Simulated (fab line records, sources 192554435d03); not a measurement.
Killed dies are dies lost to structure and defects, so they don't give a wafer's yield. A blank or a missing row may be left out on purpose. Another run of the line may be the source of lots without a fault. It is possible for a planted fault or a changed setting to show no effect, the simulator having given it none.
What tool caused it?    flow n5 finfet    12 lots (36 wafers sampled), 1 step of a 1938-step route

== WHAT THE GAUGES READ, wafer by wafer ==
N5_WELL_APT_CD_MEAS_25: the cd target is 200 nm.
lot   measured     on         cd nm (nm)
L075  day 1 20:50  cd sem-02  198.7 198.3 196.8
L077  day 2 08:48  cd sem-02  199.9 202.9 200.4
L079  day 2 20:56  cd sem-02  199.7 201.2 202.3
L081  day 3 08:56  cd sem-02  203.4 198.4 203.9
L083  day 3 20:53  cd sem-02  198.7 199.1 198.1
L085  day 4 08:43  cd sem-01  199.1 197.9 201.1
L087  day 4 21:31  cd sem-02  202.9 201.7 195.0
L089  day 5 09:22  cd sem-02  199.6 198.7 196.9
L091  day 5 20:56  cd sem-03  197.6 199.8 198.2
L093  day 6 08:56  cd sem-02  199.0 200.3 202.6
L095  day 6 21:02  cd sem-03  196.5 203.7 201.2
L097  day 7 10:37  cd sem-02  197.5 198.5 200.0

== WHAT TOOL EACH LOT RAN ON (gives the tool, then ch and the chambers of the sampled wafers, and finally the start) ==
There is no process step in the record ahead of these readings.

== THE ANSWER, worked out from the rows above alone ==
Rule: the usual values come from the lots themselves. Put in order of their means at a reading, lots are off if they are a third of the lots or fewer, leave a main group of 4 or more, and stand apart from it by a gap of 3 or more times the standard deviation of the main group's means; of several such gaps the widest counts. A main group whose means are all the same, to the digits that the tables above print for the reading, isn't used. Also off: a lot with no number at a reading for which 4 or more lots have one. All remaining lots with rows at the step are treated as sound.
Across all readings shown, no lot is off: no conclusion can be drawn from this.

== WHAT WAS PUT IN BY THE SIMULATOR ==
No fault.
